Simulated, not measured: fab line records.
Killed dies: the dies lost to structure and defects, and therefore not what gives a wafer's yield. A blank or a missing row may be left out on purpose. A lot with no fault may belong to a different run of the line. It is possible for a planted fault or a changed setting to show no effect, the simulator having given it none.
Which tool was responsible? :: flow nand harc :: 72 wafers from 24 lots sampled at 4 of the route's 1302 steps

== WHAT EACH GAUGE READ, for each wafer ==
NHARC_P_M2_INSPECT_11.
lot: L074
measured: day 6 09:41
on: defect inspect-01
raw defect count: 1 3 4

lot: L075
measured: day 7 00:41
on: defect inspect-02
raw defect count: 3 6 4

lot: L076
measured: day 7 01:22
on: defect inspect-01
raw defect count: 3 4 6

lot: L077
measured: day 7 15:57
on: defect inspect-01
raw defect count: 9 5 2

lot: L078
measured: day 7 23:31
on: defect inspect-01
raw defect count: 9 3 4

lot: L079
measured: day 8 15:44
on: defect inspect-02
raw defect count: 3 5 5

lot: L080
measured: day 9 01:25
on: defect inspect-01
raw defect count: 4 2 6

lot: L081
measured: day 9 13:31
on: defect inspect-02
raw defect count: 3 9 12

lot: L082
measured: day 10 02:17
on: defect inspect-01
raw defect count: 4 7 3

lot: L083
measured: day 10 09:34
on: defect inspect-01
raw defect count: 4 8 5

lot: L084
measured: day 11 00:31
on: defect inspect-02
raw defect count: 2 7 6

lot: L086
measured: day 11 08:18
on: defect inspect-01
raw defect count: 2 6 2

lot: L085
measured: day 11 08:44
on: defect inspect-01
raw defect count: 4 8 2

lot: L087
measured: day 11 19:53
on: defect inspect-01
raw defect count: 4 4 3

lot: L088
measured: day 12 12:24
on: defect inspect-02
raw defect count: 7 6 5

lot: L089
measured: day 12 22:53
on: defect inspect-01
raw defect count: 5 5 4

lot: L090
measured: day 13 02:38
on: defect inspect-01
raw defect count: 5 9 6

lot: L091
measured: day 13 15:35
on: defect inspect-01
raw defect count: 8 9 12

lot: L092
measured: day 14 00:27
on: defect inspect-01
raw defect count: 5 5 8

lot: L093
measured: day 14 01:02
on: defect inspect-01
raw defect count: 6 2 1

lot: L094
measured: day 14 14:49
on: defect inspect-01
raw defect count: 3 6 8

lot: L095
measured: day 15 01:09
on: defect inspect-02
raw defect count: 5 10 12

lot: L096
measured: day 15 10:04
on: defect inspect-02
raw defect count: 4 1 5

lot: L097
measured: day 16 01:13
on: defect inspect-02
raw defect count: 6 6 2

NHARC_P_BONDPAD_THK_MEAS_33: measures by ellipsometry.
lot: L074
measured: day 6 13:35
on: film metro-02
thk nm (nm): 196.5 201.9 200.6

lot: L075
measured: day 7 04:33
on: film metro-02
thk nm (nm): 200.8 204.1 200.4

lot: L076
measured: day 7 05:12
on: film metro-01
thk nm (nm): 198.2 199.6 197.6

lot: L077
measured: day 7 19:51
on: film metro-01
thk nm (nm): 198.9 202.4 198.6

lot: L078
measured: day 8 03:23
on: film metro-02
thk nm (nm): 200.8 200.4 200.9

lot: L079
measured: day 8 19:43
on: film metro-01
thk nm (nm): 198.7 197.5 198.2

lot: L080
measured: day 9 05:16
on: film metro-02
thk nm (nm): 199.8 199.3 198.6

lot: L081
measured: day 9 17:23
on: film metro-01
thk nm (nm): 199.2 201.3 197.1

lot: L082
measured: day 10 06:15
on: film metro-02
thk nm (nm): 199.7 199.4 199.1

lot: L083
measured: day 10 13:28
on: film metro-02
thk nm (nm): 198.2 200.0 202.1

lot: L084
measured: day 11 04:22
on: film metro-02
thk nm (nm): 200.0 199.1 200.1

lot: L086
measured: day 11 12:11
on: film metro-02
thk nm (nm): 202.2 200.2 202.4

lot: L085
measured: day 11 12:40
on: film metro-02
thk nm (nm): 200.8 196.6 202.8

lot: L087
measured: day 11 23:45
on: film metro-01
thk nm (nm): 198.6 202.0 199.0

lot: L088
measured: day 12 16:43
on: film metro-02
thk nm (nm): 199.5 199.9 200.8

lot: L089
measured: day 13 03:46
on: film metro-02
thk nm (nm): 197.5 200.6 198.2

lot: L090
measured: day 13 07:20
on: film metro-01
thk nm (nm): 197.2 199.2 203.3

lot: L091
measured: day 13 19:33
on: film metro-01
thk nm (nm): 202.5 201.6 201.7

lot: L092
measured: day 14 04:27
on: film metro-02
thk nm (nm): 197.8 198.6 198.1

lot: L093
measured: day 14 04:55
on: film metro-02
thk nm (nm): 200.0 200.6 200.1

lot: L094
measured: day 14 18:52
on: film metro-01
thk nm (nm): 197.9 200.5 203.8

lot: L095
measured: day 15 05:01
on: film metro-01
thk nm (nm): 199.6 200.7 201.7

lot: L096
measured: day 15 13:54
on: film metro-01
thk nm (nm): 198.4 200.6 199.5

lot: L097
measured: day 16 05:03
on: film metro-01
thk nm (nm): 198.4 198.7 201.2

NHARC_P_BONDPAD_CD_MEAS_09 targets a cd of 500 nm.
lot: L074
measured: day 6 14:10
on: cd sem-01
cd nm (nm): 498.1 498.7 499.9

lot: L075
measured: day 7 05:07
on: cd sem-01
cd nm (nm): 502.5 499.6 497.4

lot: L076
measured: day 7 05:46
on: cd sem-03
cd nm (nm): 497.7 501.5 500.2

lot: L077
measured: day 7 20:18
on: cd sem-03
cd nm (nm): 499.8 503.6 500.6

lot: L078
measured: day 8 03:57
on: cd sem-02
cd nm (nm): 499.3 499.5 497.9

lot: L079
measured: day 8 20:09
on: cd sem-02
cd nm (nm): 500.3 498.5 497.8

lot: L080
measured: day 9 05:50
on: cd sem-02
cd nm (nm): 498.2 497.6 500.8

lot: L081
measured: day 9 17:57
on: cd sem-01
cd nm (nm): 498.1 497.9 496.9

lot: L082
measured: day 10 06:42
on: cd sem-01
cd nm (nm): 498.3 500.2 499.4

lot: L083
measured: day 10 13:55
on: cd sem-02
cd nm (nm): 498.2 498.7 499.3

lot: L084
measured: day 11 04:56
on: cd sem-01
cd nm (nm): 498.6 500.4 500.9

lot: L086
measured: day 11 12:45
on: cd sem-01
cd nm (nm): 499.7 500.6 499.0

lot: L085
measured: day 11 13:14
on: cd sem-01
cd nm (nm): 497.5 499.4 497.7

lot: L087
measured: day 12 00:11
on: cd sem-03
cd nm (nm): 500.9 498.2 496.4

lot: L088
measured: day 12 17:10
on: cd sem-03
cd nm (nm): 495.3 497.4 497.6

lot: L089
measured: day 13 04:20
on: cd sem-03
cd nm (nm): 500.9 498.4 498.5

lot: L090
measured: day 13 07:55
on: cd sem-03
cd nm (nm): 496.6 499.0 496.1

lot: L091
measured: day 13 20:07
on: cd sem-02
cd nm (nm): 500.1 500.3 497.4

lot: L092
measured: day 14 05:01
on: cd sem-02
cd nm (nm): 501.6 499.0 498.6

lot: L093
measured: day 14 05:28
on: cd sem-02
cd nm (nm): 502.1 499.3 501.6

lot: L094
measured: day 14 19:26
on: cd sem-03
cd nm (nm): 499.4 498.3 498.0

lot: L095
measured: day 15 05:27
on: cd sem-01
cd nm (nm): 499.2 502.0 499.2

lot: L096
measured: day 15 14:28
on: cd sem-01
cd nm (nm): 499.8 502.8 502.3

lot: L097
measured: day 16 05:30
on: cd sem-02
cd nm (nm): 499.9 497.7 500.6

== EACH LOT AND THE TOOL THAT RAN IT (in order: tool; ch and the chambers of the sampled wafers; start) ==
lot: L074
NHARC_P_M2_PRE_CLEAN_32: pecvd-03 ch 0,2, day 6 12:27

lot: L075
NHARC_P_M2_PRE_CLEAN_32: pecvd-04 ch 0,1, day 7 03:26

lot: L076
NHARC_P_M2_PRE_CLEAN_32: pecvd-03 ch 1,2, day 7 04:03

lot: L077
NHARC_P_M2_PRE_CLEAN_32: pecvd-01 ch 0,1,2, day 7 18:43

lot: L078
NHARC_P_M2_PRE_CLEAN_32: pecvd-04 ch 0,2, day 8 02:14

lot: L079
NHARC_P_M2_PRE_CLEAN_32: pecvd-01 ch 0,1,2, day 8 18:34

lot: L080
NHARC_P_M2_PRE_CLEAN_32: pecvd-01 ch 0,1,2, day 9 04:08

lot: L081
NHARC_P_M2_PRE_CLEAN_32: pecvd-01 ch 0,1, day 9 16:14

lot: L082
NHARC_P_M2_PRE_CLEAN_32: pecvd-03 ch 0,1,2, day 10 05:07

lot: L083
NHARC_P_M2_PRE_CLEAN_32: pecvd-03 ch 0,1, day 10 12:21

lot: L084
NHARC_P_M2_PRE_CLEAN_32: pecvd-03 ch 0,1,2, day 11 03:13

lot: L086
NHARC_P_M2_PRE_CLEAN_32: pecvd-01 ch 0,1, day 11 11:02

lot: L085
NHARC_P_M2_PRE_CLEAN_32: pecvd-04 ch 1,2, day 11 11:33

lot: L087
NHARC_P_M2_PRE_CLEAN_32: pecvd-01 ch 0,2, day 11 22:37

lot: L088
NHARC_P_M2_PRE_CLEAN_32: pecvd-03 ch 0,1,2, day 12 15:34

lot: L089
NHARC_P_M2_PRE_CLEAN_32: pecvd-03 ch 1,2, day 13 02:38

lot: L090
NHARC_P_M2_PRE_CLEAN_32: pecvd-04 ch 0,1,2, day 13 06:01

lot: L091
NHARC_P_M2_PRE_CLEAN_32: pecvd-03 ch 1,2, day 13 18:24

lot: L092
NHARC_P_M2_PRE_CLEAN_32: pecvd-03 ch 0,1,2, day 14 03:18

lot: L093
NHARC_P_M2_PRE_CLEAN_32: pecvd-03 ch 0,1,2, day 14 03:47

lot: L094
NHARC_P_M2_PRE_CLEAN_32: pecvd-04 ch 0,2, day 14 17:32

lot: L095
NHARC_P_M2_PRE_CLEAN_32: pecvd-01 ch 0,1, day 15 03:53

lot: L096
NHARC_P_M2_PRE_CLEAN_32: pecvd-03 ch 0,1, day 15 12:45

lot: L097
NHARC_P_M2_PRE_CLEAN_32: pecvd-04 ch 0,1,2, day 16 03:55
- NHARC_P_M2_PRE_CLEAN_32: time 12 s.

== AS READ BY THE TOOLS THEMSELVES (means over the sampled wafers that have a number; for cases with no such wafer, the mark the record gives instead) ==
NHARC_P_M2_PRE_CLEAN_32.
lot: L074
tool: pecvd-03
heater power w (W): 680

lot: L075
tool: pecvd-04
heater power w (W): 592

lot: L076
tool: pecvd-03
heater power w (W): 572

lot: L077
tool: pecvd-01
heater power w (W): 608

lot: L078
tool: pecvd-04
heater power w (W): 592

lot: L079
tool: pecvd-01
heater power w (W): 597

lot: L080
tool: pecvd-01
heater power w (W): 625

lot: L081
tool: pecvd-01
heater power w (W): 616

lot: L082
tool: pecvd-03
heater power w (W): 708

lot: L083
tool: pecvd-03
heater power w (W): 717

lot: L084
tool: pecvd-03
heater power w (W): 681

lot: L086
tool: pecvd-01
heater power w (W): 655

lot: L085
tool: pecvd-04
heater power w (W): 591

lot: L087
tool: pecvd-01
heater power w (W): 586

lot: L088
tool: pecvd-03
heater power w (W): 681

lot: L089
tool: pecvd-03
heater power w (W): 603

lot: L090
tool: pecvd-04
heater power w (W): 575

lot: L091
tool: pecvd-03
heater power w (W): 657

lot: L092
tool: pecvd-03
heater power w (W): 687

lot: L093
tool: pecvd-03
heater power w (W): 661

lot: L094
tool: pecvd-04
heater power w (W): 548

lot: L095
tool: pecvd-01
heater power w (W): 613

lot: L096
tool: pecvd-03
heater power w (W): 696

lot: L097
tool: pecvd-04
heater power w (W): 585

== THE ANSWER, worked out from the rows above alone ==
Rule: the usual values come from the lots themselves. Put in order of their means at a reading, lots are off if they are a third of the lots or fewer, leave a main group of 4 or more, and stand apart from it by a gap of 3 or more times the standard deviation of the main group's means; of several such gaps the widest counts. Not used: any main group whose means are identical at the precision the tables above print for the reading. Also off: a lot with no number at a reading for which 4 or more lots have one. The other lots that the step has rows for count as sound. First the gauges in route order, then the tools' own readings, where a lot's mean is used as printed above. The first step at which some lot is off is used, and at that step the reading that is off furthest; a lot without a number counts as furthest.
None of the lots is off at any reading shown; this tells nothing.

== WHAT THE SIMULATOR PUT IN ==
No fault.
